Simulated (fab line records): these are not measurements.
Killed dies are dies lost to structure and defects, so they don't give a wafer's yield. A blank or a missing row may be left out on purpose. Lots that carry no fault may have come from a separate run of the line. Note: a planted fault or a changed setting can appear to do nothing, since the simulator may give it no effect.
fab line records -- flow n5-finfet
record: lots: 5, wafers: 15, last-day: 18
route steps=1938 shown SD_EPI_P@298 BEOL_M4@1111 PASSIVATION@1936
lots untouched by any fault: they come from a run of this same line in which no faults occurred
start-h: start of the lot's first displayed wafer, in hours after the record's first day -- wait-h: how many hours have passed since the lot's step before this one -- " repeats the value in the row above -- L1.1+2: one row covering several wafers at once -- - no value, or no start given -- * or withheld: withheld -- < > ~ a bound
route shown NAME@n: a module of which the file shows steps, and the number in the route of the first -- usual: mean/standard deviation of fault-free wafers -- same: alike in all rows -- chamber/n: place in a boat -- sites: each site's reading -- _std_site: standard deviation across them -- _edge_site: the outer-site mean with the inner-site mean subtracted -- radius-mm: for every site, how far away it sits from the centre of the wafer -- mask NAME#n: copy n -- behind: the last tool/chamber to shape the wafer -- hold: what put the lot on hold/how long, in hours/how the hold closed -- device: transistor that didn't switch, given as n, p or np -- end of line: the tests these same wafers got at the end of their route -- for a step that has no rows: nothing shown but its recipe -- killed: dies lost to structure and defects at the first sort, not the wafer's yield -- map: shows each die of a wafer: x if killed, . if not, _ if none is there
set.NAME: setting as actually run; set.NAME@STEP: the setting as run at that earlier step -- model.NAME: the simulator's own value behind a step, which no gauge read
certain route steps with their lots: each step a table, each wafer a row
services: from which hour (start-h, from the record's first day; less than 0 if before it) a tool's chamber was out of use, for how many hours, and why
== steps ==
step: N5_SD_EPI_P_EBR_05
recipe: solvent: PGMEA, ebr-width-mm: 1.5
step: N5_SD_EPI_P_SOFTBAKE_04
recipe: temp-c: 110, time-s: 60, resist: CAR-ArF-block
step: N5_SD_EPI_P_EXPOSE_06
recipe: mask-id: SD_P_BLK, na: 1.35, source-shape: conventional, sigma-outer: 0.8, polarization: unpolarized, target-cd-nm: 240, dose-mj: 39.5
step: N5_SD_EPI_P_PEB_07
recipe: peb-temp-c: 110, peb-time-s: 60, resist: CAR-ArF-block
step: N5_SD_EPI_P_DEVELOP_08
recipe: develop-time-s: 30, developer: TMAH, resist: CAR-ArF-block, dev-temp-c: 23, rinse-liquid: diw, dry: air-spin
step: N5_SD_EPI_P_CD_MEAS_09
recipe: target-cd-nm: 240, landing-energy-ev: 500, detector: se-inlens
usual: cd-nm: 239.9/0.87
lot.wafer,tool,chamber,start-h,wait-h,cd-nm
L197.2,cd-sem-03,0,71.96,-,239.9
L197.3,cd-sem-03,0,71.96,-,239.5
L197.6,cd-sem-03,0,71.96,-,238.7
L198.3,cd-sem-02,0,74.54,-,239.5
L198.4,cd-sem-02,0,74.54,-,238.4
L198.6,cd-sem-02,0,74.54,-,239.4
L207.1,cd-sem-01,0,133.36,-,240.7
L207.4,cd-sem-01,0,133.36,-,240.7
L207.5,cd-sem-01,0,133.36,-,241.4
L210.4,cd-sem-01,0,145.43,-,239.7
L210.5,cd-sem-01,0,145.43,-,239.6
L210.6,cd-sem-01,0,145.43,-,240.8
L217.2,cd-sem-01,0,202.72,-,238.7
L217.3,cd-sem-01,0,202.72,-,238.3
L217.6,cd-sem-01,0,202.72,-,239.7
step: N5_SD_EPI_P_OVL_MEAS_10
recipe: points-per-wafer: 44
usual: SD_P_BLK_OVL: -0.5/0.68
lot.wafer,tool,chamber,start-h,wait-h,SD_P_BLK_OVL[nm]
L197.2,overlay-02,0,71.99,0.0,0.5
L197.3,overlay-02,0,71.99,0.0,0.2
L197.6,overlay-02,0,71.99,0.0,0.1
L198.3,overlay-02,0,74.57,0.0,-0.8
L198.4,overlay-02,0,74.57,0.0,-1.0
L198.6,overlay-02,0,74.57,0.0,0.3
L207.1,overlay-02,0,133.39,0.0,-0.6
L207.4,overlay-02,0,133.39,0.0,-0.7
L207.5,overlay-02,0,133.39,0.0,-1.1
L210.4,overlay-02,0,145.45,0.0,0.7
L210.5,overlay-02,0,145.45,0.0,0.8
L210.6,overlay-02,0,145.45,0.0,-0.5
L217.2,overlay-02,0,202.75,0.0,-1.2
L217.3,overlay-02,0,202.75,0.0,-0.7
L217.6,overlay-02,0,202.75,0.0,-1.1
step: N5_SD_EPI_P_INSPECT_11
recipe: mode: adi, inspect-instrument: macro
usual: raw-defect-count: 2.1/1.6
lot.wafer,tool,chamber,start-h,wait-h,raw-defect-count
L197.2,defect-inspect-01,-,72.02,0.0,3
L197.3,defect-inspect-01,-,72.02,0.0,0
L197.6,defect-inspect-01,-,72.02,0.0,1
L198.3,defect-inspect-01,-,74.60,0.0,3
L198.4,defect-inspect-01,-,74.60,0.0,2
L198.6,defect-inspect-01,-,74.60,0.0,3
L207.1,defect-inspect-01,-,133.42,0.0,3
L207.4,defect-inspect-01,-,133.42,0.0,3
L207.5,defect-inspect-01,-,133.42,0.0,1
L210.4,defect-inspect-01,-,145.48,0.0,3
L210.5,defect-inspect-01,-,145.48,0.0,2
L210.6,defect-inspect-01,-,145.48,0.0,1
L217.2,defect-inspect-02,-,202.78,0.0,1
L217.3,defect-inspect-02,-,202.78,0.0,2
L217.6,defect-inspect-02,-,202.78,0.0,1
step: N5_SD_EPI_P_DESCUM_14
recipe: chemistry: O2, time-s: 7.9, source-power-w: 50, bias-power-w: 20, pressure-mtorr: 20, rf-frequency-hz: 2.712e+07, temp-c: 40, resist: CAR-ArF-block, o2-flow-sccm: 225
usual: drypump-motor-current-A: 5.6/0.41, oes-product-au: 0.80/0.086, rf-vpp-V: 243.3/1.5, showerhead-plenum-p-Torr: 2.10/0.092, throttle-valve-pct: 20.49/0.23
lot.wafer,tool,chamber,start-h,wait-h,drypump-motor-current-A,oes-product-au,rf-hours-counter-h,rf-vpp-V,showerhead-plenum-p-Torr,throttle-valve-pct
L197.2,rie-diel-05,3,72.05,0.0,5.1,0.75,182,240.1,1.99,20.48
L197.3,rie-diel-05,2,72.05,0.0,4.8,0.82,72,244.5,2.12,20.64
L197.6,rie-diel-05,1,72.05,0.0,5.4,0.80,-,241.8,2.00,20.24
L198.3,rie-diel-04,1,74.63,0.0,6.0,0.74,186,244.0,2.19,20.51
L198.4,rie-diel-04,0,74.63,0.0,6.3,0.93,11,243.9,2.14,20.63
L198.6,rie-diel-04,2,74.63,0.0,5.6,0.73,-,242.5,1.98,20.52
L207.1,rie-diel-04,0,133.45,0.0,6.2,0.88,27,243.2,2.13,20.67
L207.4,rie-diel-04,2,133.45,0.0,5.6,0.72,-,242.1,1.98,20.55
L207.5,rie-diel-04,3,133.45,0.0,5.9,0.72,-,243.7,2.19,20.93
L210.4,rie-diel-05,1,145.51,0.0,5.5,0.79,123,242.4,1.99,20.28
L210.5,rie-diel-05,3,145.51,0.0,5.1,0.72,-,240.8,1.98,20.51
L210.6,rie-diel-05,2,145.51,0.0,4.9,0.79,-,242.8,2.11,20.69
L217.2,rie-diel-06,1,202.81,0.0,5.0,0.89,22,246.6,2.23,19.96
L217.3,rie-diel-06,3,202.81,0.0,5.6,0.84,67,245.7,2.21,20.27
L217.6,rie-diel-06,2,202.81,0.0,5.9,0.90,-,243.6,2.14,20.07
step: N5_SD_EPI_P_ETCH_36
recipe: chemistry: CF4, target: SiARC, target-depth-a: 455, mask-material: CAR-ArF-block, time-s: 75.8, ion-energy-ev: 80, pressure-mtorr: 40, source-w: 545, bias-w: 36, Ar_flow_sccm: 100, cf4-flow-sccm: 100, ends: cleared
usual: drypump-motor-current-A: 5.6/0.41, etch-rf-on-time-s: 75.9/1.3, mfc-ar-sccm: 100.0/0.31, oes-product-au: 0.68/0.072, rf-vpp-V: 184.1/1.2, showerhead-plenum-p-Torr: 2.15/0.087, throttle-valve-pct: 15.68/0.22
lot.wafer,tool,chamber,start-h,wait-h,drypump-motor-current-A,etch-rf-on-time-s,mfc-ar-sccm,oes-product-au,rf-hours-counter-h,rf-vpp-V,showerhead-plenum-p-Torr,throttle-valve-pct
L197.2,rie-diel-05,3,72.09,0.0,5.2,75.3,99.7,0.63,182,182.6,2.05,15.74
L197.3,rie-diel-05,2,72.09,0.0,4.9,77.0,99.8,0.68,72,184.9,2.17,15.81
L197.6,rie-diel-05,1,72.09,0.0,5.5,77.0,100.1,0.69,-,183.3,2.07,15.60
L198.3,rie-diel-04,1,74.67,0.0,6.0,75.0,99.9,0.63,186,184.2,2.23,15.66
L198.4,rie-diel-04,0,74.67,0.0,6.3,74.9,100.4,0.78,11,186.1,2.18,15.73
L198.6,rie-diel-04,2,74.67,0.0,5.7,76.4,99.8,0.61,-,183.5,2.04,15.79
L207.1,rie-diel-04,0,133.49,0.0,6.3,76.0,100.3,0.74,27,184.5,2.18,15.76
L207.4,rie-diel-04,2,133.49,0.0,5.7,75.7,100.1,0.61,-,183.4,2.04,15.84
L207.5,rie-diel-04,3,133.49,0.0,5.8,73.5,100.2,0.63,-,186.8,2.23,15.99
L210.4,rie-diel-05,1,145.55,0.0,5.5,78.2,100.5,0.65,123,182.9,2.06,15.63
L210.5,rie-diel-05,3,145.55,0.0,5.2,76.3,100.0,0.62,-,183.0,2.04,15.77
L210.6,rie-diel-05,2,145.55,0.0,4.9,78.2,99.7,0.66,-,185.2,2.16,15.85
L217.2,rie-diel-06,1,202.84,0.0,5.0,73.9,100.0,0.77,22,183.9,2.28,15.09
L217.3,rie-diel-06,3,202.84,0.0,5.6,76.4,99.7,0.73,67,185.3,2.27,15.50
L217.6,rie-diel-06,2,202.84,0.0,5.9,74.7,100.1,0.77,-,183.4,2.20,15.32
step: N5_SD_EPI_P_ETCH_37
recipe: chemistry: N2/H2, target: SOC, overetch-a: 1080, mask-material: SiARC, temp-c: 40, ion-energy-ev: 100, source-w: 3000, bias-w: 133, pressure-mtorr: 20, time-s: 486, n2-flow-sccm: 200, h2-flow-sccm: 200, ends: end-point
usual: drypump-motor-current-A: 5.6/0.41, oes-product-au: 0.72/0.074, rf-vpp-V: 240.8/1.6, showerhead-plenum-p-Torr: 2.55/0.1, throttle-valve-pct: 23.85/0.23
lot.wafer,tool,chamber,start-h,wait-h,drypump-motor-current-A,oes-product-au,rf-hours-counter-h,rf-vpp-V,showerhead-plenum-p-Torr,throttle-valve-pct
L197.2,rie-diel-05,3,72.14,0.0,5.2,0.67,182,239.5,2.41,23.88
L197.3,rie-diel-05,2,72.14,0.0,4.9,0.73,72,239.9,2.59,24.12
L197.6,rie-diel-05,1,72.14,0.0,5.5,0.72,-,238.9,2.47,24.01
L198.3,rie-diel-04,1,74.72,0.0,6.0,0.66,186,242.0,2.63,23.46
L198.4,rie-diel-04,0,74.72,0.0,6.3,0.81,11,241.1,2.58,23.86
L198.6,rie-diel-04,2,74.72,0.0,5.7,0.65,-,240.5,2.43,23.95
L207.1,rie-diel-04,0,133.54,0.0,6.3,0.79,27,241.5,2.57,23.89
L207.4,rie-diel-04,2,133.54,0.0,5.7,0.64,-,238.6,2.42,23.96
L207.5,rie-diel-04,3,133.54,0.0,5.9,0.65,-,242.3,2.63,23.91
L210.4,rie-diel-05,1,145.60,0.0,5.5,0.70,123,239.9,2.46,24.04
L210.5,rie-diel-05,3,145.60,0.0,5.1,0.64,-,238.9,2.40,23.89
L210.6,rie-diel-05,2,145.60,0.0,4.9,0.71,-,241.3,2.58,24.18
L217.2,rie-diel-06,1,202.90,0.0,5.0,0.79,22,243.2,2.70,23.24
L217.3,rie-diel-06,3,202.90,0.0,5.6,0.76,67,242.6,2.69,23.72
L217.6,rie-diel-06,2,202.90,0.0,5.9,0.80,-,242.2,2.59,23.63
step: N5_SD_EPI_P_STRIP_38
recipe: chemistry: N2/H2, temp-c: 40, n2-flow-sccm: 200, h2-flow-sccm: 200, rf-frequency-hz: 6e+07
step: N5_SD_EPI_P_ETCHBACK_46
recipe: chemistry: CH3F/O2, mode: anisotropic-etchback, target: SiNx, target-depth-a: 175, stop-on: SiO2, over-etch-frac: 0.3, ion-energy-ev: 120, pressure-mtorr: 30, source-w: 395, bias-w: 73, Ar_flow_sccm: 150, CH3F_flow_sccm: 30, O2_flow_sccm: 20
usual: drypump-motor-current-A: 5.6/0.41, mfc-ar-sccm: 150.0/0.4, oes_ar_750_au: 0.80/0.08, oes-product-au: 0.68/0.07, rf-vpp-V: 297/3.8, showerhead-plenum-p-Torr: 2.00/0.085, throttle-valve-pct: 16.39/0.22
lot.wafer,tool,chamber,start-h,wait-h,drypump-motor-current-A,mfc-ar-sccm,oes_ar_750_au,oes-product-au,rf-hours-counter-h,rf-vpp-V,showerhead-plenum-p-Torr,throttle-valve-pct,model.SiARC_of_SD_EPI_P_COAT_35.thk-nm
L197.2,rie-diel-05,3,72.47,0.0,5.1,149.6,0.74,0.63,182,291,1.90,16.41,15.4
L197.3,rie-diel-05,2,72.47,0.0,4.9,149.6,0.79,0.69,72,290,2.01,16.47,15.6
L197.6,rie-diel-05,1,72.47,0.0,5.5,150.3,0.80,0.69,-,297,1.93,16.30,15.4
L198.3,rie-diel-04,1,75.05,0.0,6.0,150.1,0.73,0.62,186,304,2.08,16.34,14.8
L198.4,rie-diel-04,0,75.05,0.0,6.3,150.0,0.92,0.78,11,291,2.05,16.52,14.8
L198.6,rie-diel-04,2,75.05,0.0,5.6,150.2,0.73,0.63,-,301,1.90,16.56,15
L207.1,rie-diel-04,0,133.87,0.0,6.3,149.8,0.88,0.75,28,292,2.04,16.56,15
L207.4,rie-diel-04,2,133.87,0.0,5.7,149.8,0.71,0.61,-,299,1.90,16.59,14.6
L207.5,rie-diel-04,3,133.87,0.0,5.8,150.3,0.74,0.62,-,294,2.08,16.71,13
L210.4,rie-diel-05,1,145.93,0.0,5.4,150.1,0.77,0.67,123,298,1.92,16.34,15.8
L210.5,rie-diel-05,3,145.93,0.0,5.2,149.5,0.72,0.63,-,293,1.89,16.47,15.6
L210.6,rie-diel-05,2,145.93,0.0,4.9,150.5,0.78,0.67,-,292,2.01,16.51,16.2
L217.2,rie-diel-06,1,203.23,0.0,5.0,149.9,0.88,0.75,22,306,2.13,15.84,15
L217.3,rie-diel-06,3,203.23,0.0,5.5,150.4,0.84,0.72,67,299,2.11,16.19,15.6
L217.6,rie-diel-06,2,203.23,0.0,5.8,150.4,0.90,0.77,-,301,2.06,16.07,15
step: N5_SD_EPI_P_ETCH_47
recipe: chemistry: CH3F/O2, target: SiOCN, target-depth-a: 250, mask-material: SOC, ion-energy-ev: 60, bias-w: 29, pressure-mtorr: 30, source-w: 410, Ar_flow_sccm: 150, CH3F_flow_sccm: 30, O2_flow_sccm: 20
usual: drypump-motor-current-A: 5.6/0.41, mfc-ar-sccm: 150.0/0.45, oes_ar_750_au: 0.80/0.081, oes-product-au: 0.80/0.084, rf-vpp-V: 127.1/1.7, showerhead-plenum-p-Torr: 2.00/0.085, throttle-valve-pct: 16.37/0.22
lot.wafer,tool,chamber,start-h,wait-h,drypump-motor-current-A,mfc-ar-sccm,oes_ar_750_au,oes-product-au,rf-hours-counter-h,rf-vpp-V,showerhead-plenum-p-Torr,throttle-valve-pct
L197.2,rie-diel-05,3,72.57,0.1,5.1,150.0,0.75,0.74,182,126.4,1.90,16.37
L197.3,rie-diel-05,2,72.57,0.1,4.8,149.7,0.80,0.80,72,125.6,2.01,16.45
L197.6,rie-diel-05,1,72.57,0.1,5.5,150.0,0.80,0.81,-,127.9,1.93,16.29
L198.3,rie-diel-04,1,75.15,0.1,6.0,150.0,0.73,0.73,186,128.7,2.08,16.33
L198.4,rie-diel-04,0,75.15,0.1,6.3,150.7,0.92,0.92,11,126.4,2.05,16.51
L198.6,rie-diel-04,2,75.15,0.1,5.7,150.5,0.73,0.72,-,128.0,1.91,16.52
L207.1,rie-diel-04,0,133.97,0.1,6.3,149.3,0.88,0.87,28,124.4,2.04,16.53
L207.4,rie-diel-04,2,133.97,0.1,5.6,150.0,0.71,0.71,-,129.9,1.90,16.56
L207.5,rie-diel-04,3,133.97,0.1,5.9,150.1,0.74,0.73,-,126.9,2.08,16.66
L210.4,rie-diel-05,1,146.03,0.1,5.5,150.4,0.78,0.78,123,126.1,1.92,16.30
L210.5,rie-diel-05,3,146.03,0.1,5.1,150.2,0.73,0.72,-,125.2,1.89,16.42
L210.6,rie-diel-05,2,146.03,0.1,4.8,150.0,0.77,0.76,-,125.5,2.01,16.48
L217.2,rie-diel-06,1,203.33,0.1,5.0,149.6,0.88,0.89,22,131.1,2.13,15.80
L217.3,rie-diel-06,3,203.33,0.1,5.6,148.7,0.83,0.83,67,128.2,2.11,16.17
L217.6,rie-diel-06,2,203.33,0.1,5.8,150.3,0.90,0.91,-,128.9,2.06,16.04
step: N5_SD_EPI_P_ETCH_16
recipe: chemistry: CHF3/O2, target: SiO2, target-depth-a: 50, mask-material: SOC, pressure-mtorr: 30, source-w: 650, bias-w: 170, Ar_flow_sccm: 200, CHF3_flow_sccm: 50, O2_flow_sccm: 5, ion-energy-ev: 200
usual: drypump-motor-current-A: 5.6/0.41, mfc-ar-sccm: 200.0/0.58, oes_ar_750_au: 0.80/0.08, oes-product-au: 0.80/0.085, rf-vpp-V: 523/6.9, showerhead-plenum-p-Torr: 2.41/0.099, throttle-valve-pct: 18.95/0.22
lot.wafer,tool,chamber,start-h,wait-h,drypump-motor-current-A,mfc-ar-sccm,oes_ar_750_au,oes-product-au,rf-hours-counter-h,rf-vpp-V,showerhead-plenum-p-Torr,throttle-valve-pct,model.SiARC_of_SD_EPI_P_COAT_35.thk-nm
L197.2,rie-diel-05,3,72.67,0.1,5.2,199.7,0.74,0.75,182,516,2.29,18.94,11.8
L197.3,rie-diel-05,2,72.67,0.1,4.9,200.6,0.79,0.81,72,515,2.43,19.06,12.2
L197.6,rie-diel-05,1,72.67,0.1,5.5,200.9,0.79,0.81,-,526,2.33,18.90,11.8
L198.3,rie-diel-04,1,75.25,0.1,6.0,200.5,0.73,0.74,186,531,2.49,18.84,11.2
L198.4,rie-diel-04,0,75.25,0.1,6.3,200.6,0.92,0.92,11,512,2.46,19.11,11.2
L198.6,rie-diel-04,2,75.25,0.1,5.6,199.9,0.73,0.72,-,527,2.29,19.06,11.4
L207.1,rie-diel-04,0,134.07,0.1,6.3,201.0,0.89,0.87,28,511,2.46,19.13,11.4
L207.4,rie-diel-04,2,134.07,0.1,5.7,199.6,0.72,0.71,-,527,2.29,19.09,11.2
L207.5,rie-diel-04,3,134.07,0.1,5.8,200.4,0.75,0.73,-,518,2.50,19.22,9.4
L210.4,rie-diel-05,1,146.13,0.1,5.5,199.6,0.77,0.78,123,525,2.32,18.97,12.2
L210.5,rie-diel-05,3,146.13,0.1,5.1,200.4,0.72,0.71,-,514,2.29,18.99,12.2
L210.6,rie-diel-05,2,146.13,0.1,4.9,199.7,0.77,0.77,-,514,2.42,19.11,12.8
L217.2,rie-diel-06,1,203.43,0.1,5.0,198.8,0.88,0.89,22,537,2.56,18.38,11.2
L217.3,rie-diel-06,3,203.43,0.1,5.5,200.2,0.83,0.84,68,526,2.54,18.76,12
L217.6,rie-diel-06,2,203.43,0.1,5.9,199.6,0.88,0.90,-,533,2.48,18.68,11.4
step: N5_SD_EPI_P_STRIP_50
recipe: chemistry: CHF3/O2, resist: SiARC, rf-frequency-hz: 6e+07
step: N5_BEOL_M4_RC_MEAS_101
usual: DIBL_N: 36.2/1.5, DIBL_P: 36.4/2.1, IOFF_N: 0.16/0.031, IOFF_P: 0.21/0.037, ION_N: 679/11, ION_P: 465/7.7, SS_N: 71.4/0.55, SS_P: 73.2/0.63, VT_N: 249/3.3, VT_P: -250/3.4
lot.wafer,tool,chamber,start-h,wait-h,DIBL_N[mV/V],DIBL_P[mV/V],IOFF_N[nA/um],IOFF_P[nA/um],ION_N[uA/um],ION_P[uA/um],SS_N[mV/dec],SS_P[mV/dec],VT_N[mV],VT_P[mV]
L197.2,prober-01,0,176.36,0.2,37.2,36.6,0.16,0.20,687,468,71.8,72.5,248,-252
L197.3,prober-01,0,176.36,0.2,35.0,34.0,0.13,0.16,681,463,71.6,72.4,251,-254
L197.6,prober-01,0,176.36,0.2,34.0,32.4,0.11,0.15,660,455,70.4,72.6,252,-256
L198.3,prober-02,0,184.24,0.3,36.8,39.7,0.18,0.25,673,464,71.8,73.2,249,-249
L198.4,prober-02,0,184.24,0.3,33.4,35.8,0.12,0.19,670,460,71.2,72.1,251,-252
L198.6,prober-02,0,184.24,0.3,36.8,40.4,0.18,0.25,679,465,71.4,73.8,247,-247
L207.1,prober-02,0,247.09,0.0,37.2,38.1,0.19,0.26,698,483,72.1,73.5,248,-248
L207.4,prober-02,0,247.09,0.0,35.4,35.7,0.14,0.22,665,466,71.4,73.3,252,-248
L207.5,prober-02,0,247.09,0.0,37.9,39.7,0.20,0.30,699,496,71.7,74.6,246,-245
L210.4,prober-02,0,258.80,0.5,34.1,34.3,0.14,0.18,687,463,70.2,72.9,249,-253
L210.5,prober-02,0,258.80,0.5,35.4,36.4,0.17,0.22,691,470,71.6,73.1,246,-249
L210.6,prober-02,0,258.80,0.5,36.7,37.5,0.19,0.23,684,460,71.6,73.4,247,-250
L217.2,prober-01,0,315.60,0.2,36.2,36.6,0.15,0.21,666,462,71.0,73.0,251,-248
L217.3,prober-01,0,315.60,0.2,34.8,35.7,0.13,0.19,672,464,71.1,72.4,250,-248
L217.6,prober-01,0,315.60,0.2,37.4,39.2,0.19,0.25,690,466,71.5,73.7,246,-248
step: N5_PASSIVATION_PROBE_49
usual: defect-limited-yield: 91.3/1.3, killed_at_M0_to_M3: 36/12, killed_at_M4_up: 13/4.6, killed-at-contacts: 13/5.4, killed-at-front-end: 37/10, killed-at-other: 3.6/2.9, killed-dies: 102/15, killed-open: 67/12, killed-short: 33/7.5, sort_bin_5_function: 5.1/0.93, sort_bin_6_memory: 3.2/0.62, sort_bin_8_speed: 0.00/0.01, sort-n-pass: 1078/15, sort-yield-pct: 91.3/1.3
same: gross-dies: 1180, killed-at-back-side: 0, sort_bin_4_leakage[%]: 0
lot.wafer,tool,chamber,start-h,wait-h,defect-limited-yield[%],killed_at_M0_to_M3,killed_at_M4_up,killed-at-contacts,killed-at-front-end,killed-at-other,killed-dies,killed-open,killed-short,sort_bin_5_function[%],sort_bin_6_memory[%],sort_bin_8_speed[%],sort-n-pass,sort-yield-pct[%]
L198.3,prober-02,-,290.02,0.1,91.6,39,10,8,40,2,99,54,42,5.3,2.7,0,1081,91.6
L198.4,prober-02,-,290.07,0.2,90.0,53,10,8,47,0,118,76,41,5.8,3.6,0,1062,90.0
L198.6,prober-02,-,290.17,0.3,90.5,45,13,12,38,4,112,76,34,5.4,4.0,0,1068,90.5
L207.1,prober-02,-,354.40,0.0,90.7,36,17,7,50,0,110,75,34,5.7,3.2,0,1070,90.7
L207.4,prober-02,-,354.55,0.2,91.7,27,17,9,39,6,98,59,39,4.7,3.0,0,1082,91.7
L207.5,prober-02,-,354.60,0.2,92.7,15,19,11,38,3,86,60,25,4.3,2.9,0,1094,92.7
L210.4,prober-01,-,365.47,0.2,91.1,32,20,12,39,2,105,75,28,5.8,2.7,0,1075,91.1
L210.5,prober-01,-,365.52,0.2,90.8,42,17,10,33,6,108,65,41,6.1,2.6,0,1072,90.8
L210.6,prober-01,-,365.57,0.3,92.5,34,12,6,36,1,89,56,31,4.4,2.9,0,1091,92.5
L217.2,prober-01,-,424.15,0.1,90.4,60,8,12,30,3,113,77,34,6.0,3.6,0,1067,90.4
L217.3,prober-01,-,424.20,0.1,85.8,94,19,14,40,1,168,109,57,7.8,6.1,0,1012,85.8
L217.6,prober-01,-,424.35,0.3,90.1,37,17,6,53,4,117,75,42,6.4,2.9,0,1063,90.1
killed by level:class
L198.3 FIN_SAQP:geometric-particle:open=16 FIN_SAQP:geometric-particle:short=11 BEOL_M2:geometric-particle:short=8 BEOL_M1:geometric-particle:short=7 BEOL_M2:geometric-particle:open=7 MOL_CONTACT_COAG:geometric-particle:open=6 STI_FIN_REVEAL:geometric-particle:open=5 BEOL_M0_SAQP:geometric-particle:short=5
L198.4 FIN_SAQP:geometric-particle:open=14 BEOL_M0_SAQP:geometric-particle:open=12 FIN_SAQP:geometric-particle:short=10 BEOL_M0_SAQP:geometric-particle:short=9 STI_FIN_REVEAL:geometric-particle:open=8 MOL_CONTACT_COAG:geometric-particle:open=8 BEOL_M1:geometric-particle:short=7 BEOL_M2:geometric-particle:open=7
L198.6 BEOL_M1:geometric-particle:open=13 FIN_SAQP:geometric-particle:short=11 FIN_SAQP:geometric-particle:open=8 MOL_CONTACT_COAG:geometric-particle:open=8 BEOL_M0_SAQP:geometric-particle:short=7 STI_FIN_REVEAL:geometric-particle:open=7 BEOL_M0_SAQP:geometric-particle:open=7 BEOL_M2:geometric-particle:open=7
L207.1 STI_FIN_REVEAL:geometric-particle:open=14 BEOL_M0_SAQP:geometric-particle:open=11 FIN_SAQP:geometric-particle:short=9 BEOL_M2:geometric-particle:open=8 FIN_SAQP:geometric-particle:open=7 MOL_CONTACT_COAG:geometric-particle:open=7 BEOL_M0_SAQP:geometric-particle:short=7 STI_FIN_REVEAL:geometric-particle:short=6
L207.4 STI_FIN_REVEAL:geometric-particle:open=10 MOL_CONTACT_COAG:geometric-particle:open=8 BEOL_M4:geometric-particle:open=7 BEOL_M1:geometric-particle:open=6 BEOL_M2:geometric-particle:short=6 FIN_SAQP:geometric-particle:short=5 GATE_CUT:geometric-particle:short=5 BEOL_M0_SAQP:geometric-particle:short=5
L207.5 FIN_SAQP:geometric-particle:short=12 MOL_CONTACT_COAG:geometric-particle:open=11 BEOL_M4:geometric-particle:open=11 BEOL_M1:geometric-particle:open=8 STI_FIN_REVEAL:geometric-particle:open=6 FIN_SAQP:geometric-particle:open=5 GATE_CUT:geometric-particle:open=3 BEOL_M0_SAQP:geometric-particle:open=3
L210.4 BEOL_M4:geometric-particle:open=10 STI_FIN_REVEAL:geometric-particle:open=10 MOL_CONTACT_COAG:geometric-particle:open=8 BEOL_M1:geometric-particle:open=7 GATE_CUT:geometric-particle:short=6 BEOL_M3:geometric-particle:open=6 DUMMY_GATE:geometric-particle:open=5 BEOL_M2:geometric-particle:open=5
L210.5 BEOL_M0_SAQP:geometric-particle:short=12 MOL_CONTACT_COAG:geometric-particle:open=9 BEOL_M0_SAQP:geometric-particle:open=9 STI_FIN_REVEAL:geometric-particle:open=8 GATE_CUT:geometric-particle:short=6 BEOL_M2:geometric-particle:open=6 GATE_CUT:geometric-particle:open=4 MIM_TOP:geometric-particle:short=4
L210.6 STI_FIN_REVEAL:geometric-particle:open=8 BEOL_M2:geometric-particle:open=7 BEOL_M3:geometric-particle:open=7 BEOL_M4:geometric-particle:open=7 BEOL_M0:geometric-particle:open=6 GATE_CUT:geometric-particle:short=5 FIN_SAQP:geometric-particle:short=4 GATE_CUT:geometric-particle:open=4
L217.2 BEOL_M3:geometric-particle:open=18 BEOL_M2:geometric-particle:open=11 BEOL_M1:geometric-particle:open=8 BEOL_M3:geometric-particle:short=8 FIN_SAQP:geometric-particle:open=7 MOL_CONTACT_COAG:geometric-particle:open=7 GATE_CUT:geometric-particle:short=6 MOL_CONTACT_COAG:geometric-particle:short=5
L217.3 BEOL_M3:geometric-particle:open=24 BEOL_M0_SAQP:geometric-particle:open=16 BEOL_M2:geometric-particle:open=15 BEOL_M0_SAQP:geometric-particle:short=14 FIN_SAQP:geometric-particle:open=13 MOL_CONTACT_COAG:geometric-particle:open=11 FIN_SAQP:geometric-particle:short=9 BEOL_M1:geometric-particle:open=9
L217.6 BEOL_M3:geometric-particle:open=14 GATE_CUT:geometric-particle:short=12 FIN_SAQP:geometric-particle:open=10 BEOL_M2:geometric-particle:open=7 STARTING-WAFER:geometric-particle:open=6 FIN_SAQP:geometric-particle:short=5 STI_FIN_REVEAL:geometric-particle:open=5 GATE_CUT:geometric-particle:open=5
== services ==
tool,chamber,start-h,hours,kind
rie-diel-06,1,52.52,5.0,repair
rie-diel-05,0,57.19,-,clean
rie-diel-05,0,57.19,-,consumable-replace:focus-ring
rie-diel-05,0,57.19,16.7,scheduled-down
rie-diel-05,0,57.19,16.7,vent-cycle
rie-diel-05,1,79.71,3.2,repair
rie-diel-06,0,92.68,-,clean
rie-diel-06,0,92.68,-,consumable-replace:focus-ring
rie-diel-06,0,92.68,-,consumable-replace:showerhead
rie-diel-06,0,92.68,20.7,scheduled-down
rie-diel-06,0,92.68,20.7,vent-cycle
rie-diel-06,1,113.51,-,clean
rie-diel-06,1,113.51,-,consumable-replace:focus-ring
rie-diel-06,1,113.51,-,consumable-replace:showerhead
rie-diel-06,1,113.51,17.6,scheduled-down
rie-diel-06,1,113.51,17.6,vent-cycle
rie-diel-06,2,142.38,-,clean
rie-diel-06,2,142.38,-,consumable-replace:focus-ring
rie-diel-06,2,142.38,12.8,scheduled-down
rie-diel-06,2,142.38,12.8,vent-cycle
== key ==
first-sign none at tools or gauges
model-effect: step: N5_SD_EPI_P_ETCHBACK_46, value: SiARC_of_SD_EPI_P_COAT_35.thk-nm, without: 14.6, struck: 13
model-effect: step: N5_SD_EPI_P_ETCH_16, value: SiARC_of_SD_EPI_P_COAT_35.thk-nm, without: 11, struck: 9.4
met-at N5_SD_EPI_P_ETCHBACK_46
struck-wafers L207.5
onset-between 75.05 133.87
fault: kind: process-parameter-drift, tool: rie-diel-04, chamber: -, onset-h: 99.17, steps: N5_SD_EPI_P_ETCHBACK_46, channel: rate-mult, offset: 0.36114, shape: step, end-h: 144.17, scope: struck-wafers-only
